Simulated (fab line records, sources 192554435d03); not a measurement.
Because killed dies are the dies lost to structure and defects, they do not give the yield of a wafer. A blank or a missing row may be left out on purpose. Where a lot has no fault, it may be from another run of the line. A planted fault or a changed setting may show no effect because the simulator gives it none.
Chamber matching | flow n5-finfet | N5_MIM_TOP_ETCH_PECVD_03 on pecvd-02 has 3 sister chambers
The step deposits SiNx from SiH4/NH3/N2, target thk 20 nm, time 17.6 s. 6 wafers are shown with their chamber, then 9 later ones without.

== WAFERS, EACH WITH ITS CHAMBER ==
wafer  | chamber | throttle-valve-pct (%) | showerhead-plenum-p-Torr (Torr)
L082.5 | 1       | 38.7                   | 5.05
L084.3 | 0       | 39.4                   | 5.05
L084.6 | 0       | 39.6                   | 5.04
L086.1 | 2       | 38.4                   | 5.08
L086.3 | 1       | 39.0                   | 5.06
L086.5 | 2       | 38.7                   | 5.10

== WAFERS WITH NO CHAMBER GIVEN ==
wafer  | throttle-valve-pct (%) | showerhead-plenum-p-Torr (Torr)
L091.2 | 38.5                   | 5.08
L091.3 | 40.1                   | 5.05
L091.6 | 38.8                   | 5.09
L089.1 | 39.5                   | 5.06
L089.4 | 38.7                   | 5.05
L089.5 | 39.8                   | 5.05
L097.3 | 39.0                   | 5.07
L097.5 | 38.9                   | 5.09
L097.6 | 38.9                   | 5.05

== CHAMBER TAKEN BY EACH ==
wafer  | from the rows above          | in truth
L091.2 | 2                            | 2
L091.3 | 0                            | 0
L091.6 | 2                            | 2
L089.1 | can't be placed: 0 or 1      | 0
L089.4 | 1                            | 1
L089.5 | 0                            | 0
L097.3 | can't be placed: 1 or 2 or 0 | 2
L097.5 | can't be placed: 2 or 1      | 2
L097.6 | 1                            | 1
Placed correctly: 6 of 9. Can't be placed from these rows: 3 (the true chamber is among the candidates in 3). Placed wrongly: 0.
How it was worked out, from the rows above alone: a wafer's distance from a chamber is the root of the sum, over the readings, of the square of ((its reading less the chamber's mean) divided by the reading's scatter). If the next closest chamber is less than 2 further off than the closest, the wafer can't be placed; otherwise it belongs to the closest. Each chamber's mean is taken over the wafers shown for it. The scatter: take each reading less its chamber's mean, square it, sum over the shown wafers, divide by the number of wafers less the number of chambers, and take the root.
